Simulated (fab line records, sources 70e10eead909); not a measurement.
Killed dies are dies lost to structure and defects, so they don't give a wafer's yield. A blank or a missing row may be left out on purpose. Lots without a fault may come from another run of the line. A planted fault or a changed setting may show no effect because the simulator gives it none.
Chamber matching | flow nand_harc | NHARC_A_CONTACT_ETCH_90 on rie_diel-04: 4 sister chambers
The step etches the open film in CH3F/O2, target depth 40 nm, time 85.7 s. 4 wafers are shown with their chamber, then 10 later ones without.

WAFERS WITH THEIR CHAMBER
wafer  | chamber | showerhead_plenum_p_Torr (Torr)
L089.1 | 1       | 2.58
L089.5 | 3       | 2.41
L091.2 | 0       | 2.57
L091.5 | 2       | 2.60

WAFERS WITHOUT THEIR CHAMBER
wafer  | showerhead_plenum_p_Torr (Torr)
L091.6 | 2.58
L092.1 | 2.41
L092.5 | 2.58
L092.6 | 2.57
L094.1 | 2.58
L094.3 | 2.41
L094.4 | 2.57
L095.1 | 2.59
L095.2 | 2.58
L095.3 | 2.57

WHICH CHAMBER EACH WENT THROUGH
wafer  | from the rows above     | in truth
L091.6 | 1                       | 1
L092.1 | 3                       | 3
L092.5 | 1                       | 1
L092.6 | 0                       | 0
L094.1 | 1                       | 1
L094.3 | 3                       | 3
L094.4 | 0                       | 0
L095.1 | can't be placed: 1 or 2 | 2
L095.2 | 1                       | 1
L095.3 | 0                       | 0
Placed correctly: 9 of 10. Can't be placed from these rows: 1 (the true chamber is among the candidates in 1). Placed wrongly: 0.
How it was worked out, from the rows above alone: a wafer's distance from a chamber is the root of the sum, over the readings, of the square of ((its reading less the chamber's mean) divided by the reading's scatter). The wafer belongs to the nearest chamber; if the next one is less than 2 further off, it can't be placed. A chamber's mean is the mean of its shown wafers. The scatter: with one shown wafer a chamber, the root of the mean of the squares of how far each hidden wafer lies from its nearest shown one.
